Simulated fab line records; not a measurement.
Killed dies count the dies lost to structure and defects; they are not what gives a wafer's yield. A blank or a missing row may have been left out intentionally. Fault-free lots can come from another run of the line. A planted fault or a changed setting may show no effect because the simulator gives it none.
Split-lot trial | flow n5 finfet | 7 lots, 21 wafers read, on a route of 1938 steps

== THE SPLIT ITSELF ==
At N5_BEOL_M8_TRENCH_ETCH_37 (etches SiCOH lowk in C4F6/O2, target depth 93.478 nm, time 31.2 s), the setting bias w was moved away from the recipe's 185 W on 7 of the 21 wafers read, by +14.2% to +17.4%. For the rest of the wafers, this setting stayed at what the recipe calls for.

Reading taken at the split's own step.

== THE READING ==
rf vpp V, in V, at N5_BEOL_M8_TRENCH_ETCH_37 (etches SiCOH lowk in C4F6/O2, target depth 93.478 nm, time 31.2 s). Fault-free wafers of this fab line usually give 664 V, standard deviation 12 V.

wafer  | tool, chamber at the split | bias w as run, W | against the recipe | rf vpp V, V | against lot-mates on the recipe
L076.1 | rie diel-05, 1             | 185              | recipe             | 666         | -
L076.5 | rie diel-05, 1             | 212.9            | +15.1%             | 744         | +78
L076.6 | rie diel-05, 0             | 212.9            | +15.1%             | 746         | +80
L074.1 | rie diel-05, 1             | 185              | recipe             | 667         | -
L074.5 | rie diel-05, 2             | 185              | recipe             | 657         | -
L074.6 | rie diel-05, 3             | 213.5            | +15.4%             | 768         | +106
L084.1 | rie diel-05, 3             | 185              | recipe             | 687         | -
L084.3 | rie diel-05, 2             | 185              | recipe             | 655         | -
L084.6 | rie diel-05, 2             | 185              | recipe             | 656         | -
L085.1 | rie diel-02, 1             | 217.1            | +17.4%             | 772         | no lot-mate on the recipe
L085.5 | rie diel-02, 3             | 217.1            | +17.4%             | 728         | no lot-mate on the recipe
L085.6 | rie diel-02, 0             | 217.1            | +17.4%             | 756         | no lot-mate on the recipe
L087.1 | rie diel-02, 0             | 185              | recipe             | 665         | -
L087.2 | rie diel-02, 2             | 185              | recipe             | 667         | -
L087.3 | rie diel-02, 3             | 185              | recipe             | 643         | -
L089.4 | rie diel-02, 0             | 185              | recipe             | 664         | -
L089.5 | rie diel-02, 1             | 185              | recipe             | 681         | -
L089.6 | rie diel-02, 2             | 185              | recipe             | 669         | -
L094.2 | rie diel-04, 0             | 211.2            | +14.2%             | 740         | +74
L094.5 | rie diel-04, 3             | 185              | recipe             | 666         | -
L094.6 | rie diel-04, 0             | 185              | recipe             | 666         | -

THE FIT
A straight line over all 21 wafers: rf vpp V changes by +5.34 V for each +1% of bias w; r = +0.96; the points scatter about the line by 13 V.
The same after taking each lot's own level away (the mean of its wafers on the recipe; 18 wafers): +5.68 V for each +1%; r = +0.96; scatter 10 V.
According to that fit, moving bias w by its largest amount changes the reading by 98 V.
From 658.3 to 671.3 V: that is the span of the lots' own levels, equal to 1.1 times the standard deviation above.
So the lot-to-lot level changes the slope little: the two slopes agree.
Check: +80.6 V against its lot-mates is what the line predicts for one of the wafers moved furthest among these (+15.4%) when that wafer is left out of the fit. It came out at +106 V against them.
Tool readings at the split's step, against how far the setting was moved: rf vpp V r = +0.96.

== THE OTHER SPLITS THESE WAFERS WENT THROUGH ==
Other splits were also applied to these wafers ahead of the reading. Each is held against what the fit with the lots' levels taken away leaves over:
other split on the same wafers    | wafers away from the commonest value | r with rf vpp V (lot level and that fit taken away)
N5_BEOL_M8_HM_DEP_02 target thk a | 5                                    | +0.10
N5_BEOL_M8_ETCH_66 source w       | 5                                    | +0.11

== THE FILE'S OWN FIT ==
rf vpp V changes by +5.81 V for each +1% of bias w, r = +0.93.
